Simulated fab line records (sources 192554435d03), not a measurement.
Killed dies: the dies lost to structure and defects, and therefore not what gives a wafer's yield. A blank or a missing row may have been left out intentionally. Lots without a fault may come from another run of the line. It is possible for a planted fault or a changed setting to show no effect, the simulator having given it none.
fab line records	flow n5Finfet
record: lots: 10	wafers: 26	lastDay: 18
route steps=1938 shown HKMG_FIN@421 BEOL_M4@1111 PASSIVATION@1936
lots that met no fault: from a run of the same line without faults
startH: start of the lot's first displayed wafer, in hours after the record's first day	waitH: how many hours have passed since the lot's step before this one	" same as the row above	L1.1+2: one row covering several wafers at once	- no value, or no start was given	* or withheld: withheld	< > ~ a bound
route shown NAME@n: NAME is a module with steps in the file, n the number in the route of the first one	usual: average and standard deviation across the fault-free wafers	same: alike in all rows	chamber/n: place in a boat	sites: per-site readings	_std_site: the standard deviation of these	_edge_site: mean of outer sites minus mean of inner sites	radiusMm: for every site, how far away it sits from the centre of the wafer	mask NAME#n: copy n	behind: the tool/chamber that last shaped the wafer	hold: the reason the lot was held/the length of the hold in hours/how it ended	device: whichever transistor did not switch (one of n, p or np)	end of line: the route-end tests of the same wafers	for a step that has no rows: nothing shown but its recipe	killed: the dies lost at the first sort to structure and to defects; this is not the yield of the wafer	map: dies across one wafer; x = killed, . = not, _ = none there
set.NAME: the setting the step ran with; set.NAME@STEP: the setting that earlier step ran with	model.NAME: the simulator's own value behind a step, which no gauge read
a sample of lots followed through the steps of the route, with each step as a table and each wafer as a row
services: from which hour (startH, from the record's first day; less than 0 if before it) a tool's chamber was out of use, for how many hours, and why
== steps ==
step: N5_HKMG_FIN_PWFM_ALD_03
recipe: material: TiN	targetThkA: 20	tempC: 400	aldPrecursorFamily: TiCl4	aldCoReactant: NH3	pulseTimeS: 1	purgeTimeS: 3	coReactantPurgeTimeS: 2	coReactantPulseTimeS: 2	aldCycles: 91	pressureTorr: 3
usual: heaterPowerW: 869/110	precursorPulseHeightRel: 1.001/0.018
lot.wafer	tool	chamber	startH	waitH	heaterPowerW	precursorPulseHeightRel
L240.1	aldMetal-04	2	85.07	0.0	758	0.979
L240.4	"	1	"	"	792	0.973
L240.6	"	0	"	"	758	0.995
L241.2	aldMetal-01	2	90.21	0.0	816	1.019
L241.3	"	1	"	"	1075	1.013
L243.1	aldMetal-01	3	101.12	0.0	745	1.015
L243.3	"	1	"	"	1059	1.001
L243.6	"	0	"	"	906	1.027
L249.4	aldMetal-03	1	137.65	0.0	875	1.036
L249.6	"	3	"	"	1029	1.040
L250.5	aldMetal-03	0	144.38	0.3	795	0.985
L250.6	"	1	"	"	871	0.999
L251.1	aldMetal-03	2	148.33	0.0	1032	0.999
L251.4	"	3	"	"	1001	1.021
L252.1	aldMetal-01	2	150.24	0.0	824	1.026
L252.4	"	3	"	"	763	1.008
L252.5	"	1	"	"	1052	0.970
L257.2	aldMetal-04	0	185.16	0.0	788	1.022
L257.3	"	2	"	"	771	1.010
L257.6	"	3	"	"	779	0.983
L259.3	aldMetal-01	1	198.86	0.0	1067	0.996
L259.5	"	3	"	"	767	0.998
L259.6	"	2	"	"	842	1.002
L262.1	aldMetal-01	3	211.87	0.0	772	1.000
L262.3	"	1	"	"	1072	0.973
L262.4	"	0	"	"	914	1.007
step: N5_HKMG_FIN_ETCH_35
recipe: chemistry: N2/H2	target: SOC	targetDepthA: 2158	ionEnergyEv: 65	biasW: 5	sourceW: 3000	timeS: 243.4	pressureMtorr: 30	n2FlowSccm: 200	h2FlowSccm: 200
usual: drypumpMotorCurrentA: 5.6/0.49	oesProductAu: 0.83/0.088	rfVppV: 141.9/1.1	runLengthS: 266.6/0.38	showerheadPlenumPTorr: 2.57/0.088	throttleValvePct: 17.75/0.22
lot.wafer	tool	chamber	startH	waitH	drypumpMotorCurrentA	oesProductAu	rfHoursCounterH	rfVppV	runLengthS	showerheadPlenumPTorr	throttleValvePct
L240.1	rieDiel-03	0	86.67	0.0	5.2	0.82	76	142.0	267.0	2.66	17.72
L240.4	"	2	"	"	5.7	0.87	42	141.9	265.8	2.47	17.88
L240.6	"	2	"	"	5.6	0.87	-	139.9	266.2	2.47	17.88
L241.2	rieDiel-03	1	91.31	0.0	6.2	0.83	70	142.4	267.2	2.56	17.34
L241.3	"	0	"	"	5.2	0.82	77	141.6	267.0	2.66	17.71
L243.1	rieDiel-06	0	103.18	0.0	5.2	0.68	248	141.6	266.4	2.61	18.20
L243.3	"	2	"	"	5.3	0.72	217	143.9	267.0	2.60	17.89
L243.6	"	2	"	"	5.4	0.72	-	143.2	267.0	2.60	17.88
L249.4	rieDiel-03	2	138.76	0.0	5.6	0.85	55	142.4	231.5	2.47	17.92
L249.6	"	2	"	"	5.6	0.86	-	142.8	266.0	2.47	17.90
L250.5	rieDiel-03	1	145.33	0.1	6.3	0.81	-	143.2	231.5	2.56	17.37
L250.6	"	0	"	"	5.1	0.80	-	142.9	266.6	2.65	17.75
L251.1	rieDiel-03	0	149.43	0.0	5.2	0.80	94	142.9	266.8	2.65	17.75
L251.4	"	1	"	"	6.3	0.82	86	140.6	231.7	2.56	17.38
L252.1	rieDiel-06	2	151.47	0.0	5.4	0.71	232	143.5	267.0	2.59	17.92
L252.4	"	1	"	"	5.9	0.94	25	143.1	266.6	2.71	17.67
L252.5	"	0	"	"	5.3	0.96	-	141.9	266.2	2.60	17.77
L257.2	rieDiel-06	3	186.45	0.0	5.0	0.95	27	142.0	266.2	2.69	17.78
L257.3	"	2	"	"	5.4	0.69	244	142.4	266.8	2.59	17.94
L257.6	"	2	"	"	5.4	0.70	-	141.9	267.1	2.59	17.92
L259.3	rieDiel-04	0	200.09	0.0	4.9	0.81	100	139.5	267.2	2.45	17.88
L259.5	"	2	"	"	6.8	0.67	-	141.6	266.9	2.51	18.29
L259.6	"	3	"	"	5.8	0.69	-	140.9	267.1	2.52	17.61
L262.1	rieDiel-06	2	212.99	0.0	5.3	0.70	252	140.6	266.8	2.58	17.95
L262.3	"	0	"	"	5.3	0.89	26	142.4	266.3	2.59	17.82
L262.4	"	1	"	"	5.9	0.89	46	142.8	266.1	2.70	17.72
step: N5_HKMG_FIN_STRIP_89
recipe: chemistry: N2/H2	material: SOC	timeS: 20	powerW: 500	tempC: 40	pressureMtorr: 50	rfFrequencyHz: 6e+07	biasPowerW: 8	h2Frac: 0.5	n2FlowSccm: 300	h2FlowSccm: 300
usual: drypumpMotorCurrentA: 5.6/0.49	oesProductAu: 0.81/0.088	rfVppV: 54.4/0.81	showerheadPlenumPTorr: 3.38/0.11	throttleValvePct: 18.9/0.34
lot.wafer	tool	chamber	startH	waitH	drypumpMotorCurrentA	oesProductAu	rfHoursCounterH	rfVppV	showerheadPlenumPTorr	throttleValvePct
L240.1	rieDiel-06	2	87.75	0.0	5.3	0.72	213	53.7	3.43	18.9
L240.4	"	0	"	"	5.3	0.68	-	53.7	3.44	19.5
L240.6	"	2	"	"	5.3	0.72	-	55.5	3.43	18.9
L241.2	rieDiel-03	0	92.39	0.0	5.2	0.83	78	55.7	3.51	18.7
L241.3	"	1	"	"	6.3	0.81	71	54.2	3.39	18.2
L243.1	rieDiel-03	0	104.38	0.0	5.2	0.82	81	53.8	3.50	18.7
L243.3	"	3	"	"	5.7	0.84	68	54.9	3.26	18.8
L243.6	"	3	"	"	5.7	0.85	-	54.6	3.26	18.8
L249.4	rieDiel-06	0	139.83	0.0	5.3	0.98	2	55.3	3.44	19.1
L249.6	"	3	"	"	5.0	1.00	-	54.7	3.55	18.6
L250.5	rieDiel-06	0	146.37	0.0	5.3	0.96	-	55.5	3.43	19.1
L250.6	"	1	"	"	5.9	0.93	-	55.8	3.58	18.8
L251.1	rieDiel-03	3	150.51	0.0	5.7	0.83	82	54.3	3.26	18.9
L251.4	"	2	"	"	5.6	0.84	60	54.7	3.26	19.3
L252.1	rieDiel-04	2	152.55	0.0	6.8	0.68	207	53.8	3.33	19.3
L252.4	"	1	"	"	5.7	0.75	167	55.0	3.22	18.4
L252.5	"	3	"	"	5.8	0.71	-	53.7	3.34	18.6
L257.2	rieDiel-06	3	187.52	0.0	4.9	0.93	28	54.3	3.54	18.7
L257.3	"	0	"	"	5.3	0.92	19	54.0	3.43	19.1
L257.6	"	1	"	"	5.9	0.90	-	54.0	3.57	18.8
L259.3	rieDiel-06	0	201.17	0.0	5.3	0.91	23	55.5	3.42	19.1
L259.5	"	1	"	"	5.9	0.90	-	54.3	3.56	18.8
L259.6	"	0	"	"	5.3	0.91	-	55.5	3.42	19.1
L262.1	rieDiel-04	2	214.07	0.0	6.8	0.67	227	55.4	3.32	19.4
L262.3	"	1	"	"	5.7	0.74	188	53.5	3.21	18.4
L262.4	"	3	"	"	5.8	0.70	199	54.8	3.33	18.6
step: N5_HKMG_FIN_STRIP_88
recipe: chemistry: N2/H2	powerW: 2500	tempC: 300	h2Frac: 0.65	timeS: 360	pressureMtorr: withheld	n2FlowSccm: 1750	h2FlowSccm: 3250
usual: drypumpMotorCurrentA: 6.37/0.087	heaterPowerW: 452/24
lot.wafer	tool	chamber	startH	waitH	drypumpMotorCurrentA	heaterPowerW	rfHoursCounterH
L240.1	plasmaAsher-02	0	87.94	0.0	6.24	442	46
L240.4	"	0	"	"	6.24	448	-
L240.6	"	1	"	"	6.42	494	-
L241.2	plasmaAsher-01	1	92.58	0.0	6.41	439	78
L241.3	"	1	"	"	6.39	438	-
L243.1	plasmaAsher-02	0	104.58	0.0	6.25	457	49
L243.3	"	1	"	"	6.45	489	-
L243.6	"	1	"	"	6.41	482	-
L249.4	plasmaAsher-02	0	140.14	0.1	6.23	454	-
L249.6	"	0	"	"	6.20	455	-
L250.5	plasmaAsher-02	0	146.76	0.3	6.24	442	-
L250.6	"	1	"	"	6.44	490	-
L251.1	plasmaAsher-02	1	150.70	0.0	6.44	480	59
L251.4	"	0	"	"	6.21	452	-
L252.1	plasmaAsher-02	0	152.74	0.0	6.25	453	60
L252.4	"	0	"	"	6.24	455	-
L252.5	"	1	"	"	6.42	496	-
L257.2	plasmaAsher-01	1	187.71	0.0	6.38	436	93
L257.3	"	0	"	"	6.44	426	-
L257.6	"	0	"	"	6.43	421	-
L259.3	plasmaAsher-01	1	201.48	0.1	6.44	432	-
L259.5	"	0	"	"	6.46	417	-
L259.6	"	1	"	"	6.38	440	-
L262.1	plasmaAsher-02	1	214.26	0.0	6.44	479	73
L262.3	"	1	"	"	6.44	486	-
L262.4	"	0	"	"	6.24	435	-
step: N5_BEOL_M4_RC_MEAS_101
usual: DIBL_N: 36.0/2.2	DIBL_P: 36.2/2.4	IOFF_N: 0.16/0.035	IOFF_P: 0.21/0.037	ION_N: 672/13	ION_P: 461/7	SS_N: 71.4/0.69	SS_P: 73.2/0.75	VT_N: 250/3.4	VT_P: -251/3
lot.wafer	tool	chamber	startH	waitH	DIBL_N[mV/V]	DIBL_P[mV/V]	IOFF_N[nA/um]	IOFF_P[nA/um]	ION_N[uA/um]	ION_P[uA/um]	SS_N[mV/dec]	SS_P[mV/dec]	VT_N[mV]	VT_P[mV]
L241.2	prober-01	0	202.54	0.2	38.5	37.1	0.18	0.22	671	458	72.7	73.8	247	-250
L241.3	"	0	"	"	39.2	37.9	0.21	0.24	679	458	71.8	73.9	248	-246
L240.1	prober-02	0	207.70	0.0	33.4	33.8	0.13	0.17	678	460	70.8	72.1	252	-251
L240.4	"	0	"	"	30.8	32.2	0.10	0.16	659	462	70.2	72.1	257	-254
L240.6	"	0	"	"	33.7	34.7	0.14	0.19	679	465	70.8	72.4	249	-253
L243.1	prober-02	0	232.31	0.0	34.8	35.5	0.14	0.20	672	463	70.9	73.6	252	-252
L243.3	"	0	"	"	34.9	35.1	0.14	0.20	666	462	70.7	72.9	251	-248
L243.6	"	0	"	"	33.5	34.3	0.12	0.18	661	457	70.3	72.7	254	-251
L249.4	prober-02	0	264.89	0.5	36.6	35.7	0.18	0.24	673	470	72.5	73.2	246	-246
L249.6	"	0	"	"	33.7	32.3	0.12	0.18	665	460	70.4	72.5	253	-248
L252.1	prober-01	0	270.87	0.0	37.0	37.3	0.17	0.23	671	464	72.0	73.7	249	-248
L252.4	"	0	"	"	35.4	34.3	0.15	0.19	675	463	71.1	72.8	248	-253
L252.5	"	0	"	"	37.6	37.9	0.19	0.25	684	467	72.0	73.7	248	-249
L251.1	prober-02	0	271.14	0.0	38.0	37.7	0.17	0.22	666	463	72.0	74.5	251	-251
L251.4	"	0	"	"	37.4	37.5	0.16	0.22	669	457	71.3	73.8	252	-249
L250.5	prober-02	0	273.41	0.6	35.7	37.8	0.16	0.22	663	458	72.4	73.2	248	-252
L250.6	"	0	"	"	34.3	35.4	0.15	0.19	670	457	71.0	73.0	251	-253
L257.2	prober-01	0	304.76	0.2	40.9	41.1	0.26	0.30	700	476	72.6	75.2	243	-247
L257.3	"	0	"	"	38.3	37.2	0.18	0.23	689	466	71.8	73.6	249	-251
L257.6	"	0	"	"	38.9	38.2	0.20	0.24	691	462	71.8	74.7	249	-249
L259.3	prober-01	0	316.21	0.3	36.3	35.8	0.16	0.18	681	460	71.5	72.7	248	-254
L259.5	"	0	"	"	36.5	36.5	0.16	0.19	684	460	71.9	73.1	253	-252
L259.6	"	0	"	"	39.1	39.1	0.21	0.23	696	462	71.9	73.3	245	-251
L262.1	prober-01	0	341.10	0.0	36.0	35.5	0.14	0.20	676	466	70.8	73.0	251	-249
L262.3	"	0	"	"	37.5	37.4	0.18	0.24	682	473	71.7	73.2	249	-247
L262.4	"	0	"	"	36.2	36.2	0.16	0.21	678	466	71.3	73.0	250	-248
step: N5_PASSIVATION_PROBE_49
usual: defectLimitedYield: 91.2/1.4	killed_at_M0_to_M3: 34/9.4	killed_at_M4_up: 14/5.6	killedAtContacts: 13/7.8	killedAtFrontEnd: 37/10	killedAtOther: 4/3.3	killedDies: 103/17	killedOpen: 68/13	killedShort: 33/8.2	sort_bin_5_function: 5.1/0.92	sort_bin_6_memory: 3.3/0.71	sort_bin_8_speed: 0.01/0.043	sortNPass: 1077/17
same: grossDies: 1180	killedAtBackSide: 0	sort_bin_4_leakage[%]: 0
lot.wafer	tool	chamber	startH	waitH	defectLimitedYield[%]	killed_at_M0_to_M3	killed_at_M4_up	killedAtContacts	killedAtFrontEnd	killedAtOther	killedDies	killedOpen	killedShort	sort_bin_5_function[%]	sort_bin_6_memory[%]	sort_bin_8_speed[%]	sortNPass
L249.4	prober-02	-	372.69	0.2	92.3	36	10	10	34	1	91	60	30	4.5	3.1	0	1089
L249.6	prober-02	-	372.79	0.3	93.1	34	12	13	20	3	82	60	20	4.1	2.6	0	1098
L250.5	prober-01	-	378.12	0.2	92.0	45	14	7	20	8	94	69	25	5.1	2.5	0	1086
L250.6	prober-01	-	378.17	0.3	91.7	37	12	12	37	0	98	61	32	5.3	2.3	0	1082
killed by level:class
L249.4 MOL_CONTACT_COAG:geometricParticle:open=8 BEOL_M3:geometricParticle:open=8 BEOL_M0_SAQP:geometricParticle:short=7 BEOL_M0_SAQP:geometricParticle:open=6 STI_FIN_REVEAL:geometricParticle:open=5 STARTING-WAFER:geometricParticle:open=5 GATE_CUT:geometricParticle:open=4 BEOL_M2:geometricParticle:open=4
L249.6 MOL_CONTACT_COAG:geometricParticle:open=12 BEOL_M0_SAQP:geometricParticle:open=9 BEOL_M3:geometricParticle:open=8 FIN_SAQP:geometricParticle:open=5 BEOL_M2:geometricParticle:open=5 BEOL_M1:geometricParticle:open=4 BEOL_M6:geometricParticle:open=4 ILD0:geometricParticle:short=3
L250.5 BEOL_M0_SAQP:geometricParticle:open=17 BEOL_M0_SAQP:geometricParticle:short=12 BEOL_M4:geometricParticle:open=9 BEOL_M1:geometricParticle:open=7 MOL_CONTACT_COAG:geometricParticle:open=6 STI_FIN_REVEAL:geometricParticle:open=5 FIN_SAQP:geometricParticle:open=4 BEOL_M3:geometricParticle:open=4
L250.6 MOL_CONTACT_COAG:geometricParticle:open=11 STI_FIN_REVEAL:geometricParticle:open=10 BEOL_M0_SAQP:geometricParticle:open=10 BEOL_M1:geometricParticle:open=7 BEOL_M2:geometricParticle:open=7 FIN_SAQP:geometricParticle:short=6 BEOL_M5:geometricParticle:open=6 BEOL_M0_SAQP:geometricParticle:short=6
== services ==
tool	chamber	startH	hours	kind
rieDiel-06	3	70.48	-	clean
rieDiel-06	3	70.48	-	consumableReplace:focusRing
rieDiel-06	3	70.48	-	consumableReplace:showerhead
rieDiel-06	3	70.48	28.0	scheduledDown
rieDiel-06	3	70.48	28.0	ventCycle
rieDiel-03	0	72.76	9.1	repair
rieDiel-06	-	74.08	0.7	repair
rieDiel-06	0	112.78	-	clean
rieDiel-06	0	112.78	-	consumableReplace:focusRing
rieDiel-06	0	112.78	17.8	scheduledDown
rieDiel-06	0	112.78	17.8	ventCycle
plasmaAsher-01	-	116.91	6.5	repair
aldMetal-04	-	119.93	0.2	repair
aldMetal-04	1	132.88	8.0	repair
aldMetal-03	-	141.03	0.8	repair
rieDiel-04	2	142.43	9.2	repair
rieDiel-04	3	166.11	2.1	repair
rieDiel-06	-	202.66	1.0	repair
aldMetal-04	-	206.18	28.1	pm
== key ==
firstSign: step: N5_HKMG_FIN_ETCH_35	reading: runLengthS	direction: down	sigmas: 92	usual: *	struck: *
effect none on later readings
metAt N5_HKMG_FIN_ETCH_35
struckLots L249,L250,L251
struckWafers L249.4,L250.5,L251.4
baselineLoss: step: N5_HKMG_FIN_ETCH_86	wafers: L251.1
notActingAt N5_HKMG_FIN_PWFM_ALD_03,N5_HKMG_FIN_STRIP_89,N5_HKMG_FIN_STRIP_88
onsetBetween 91.31 138.76
fault: kind: processParameterDrift	tool: rieDiel-03	chamber: -	onsetH: 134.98	steps: N5_HKMG_FIN_ETCH_35	channel: timeS	offset: *	shape: step	endH: 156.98	scope: struckWafersOnly	actsIn: *	stated: *
baselineLoss: these wafers lose ten dies or more at that step, a loss of the line's own and not of a fault; the sort's usual values leave them out
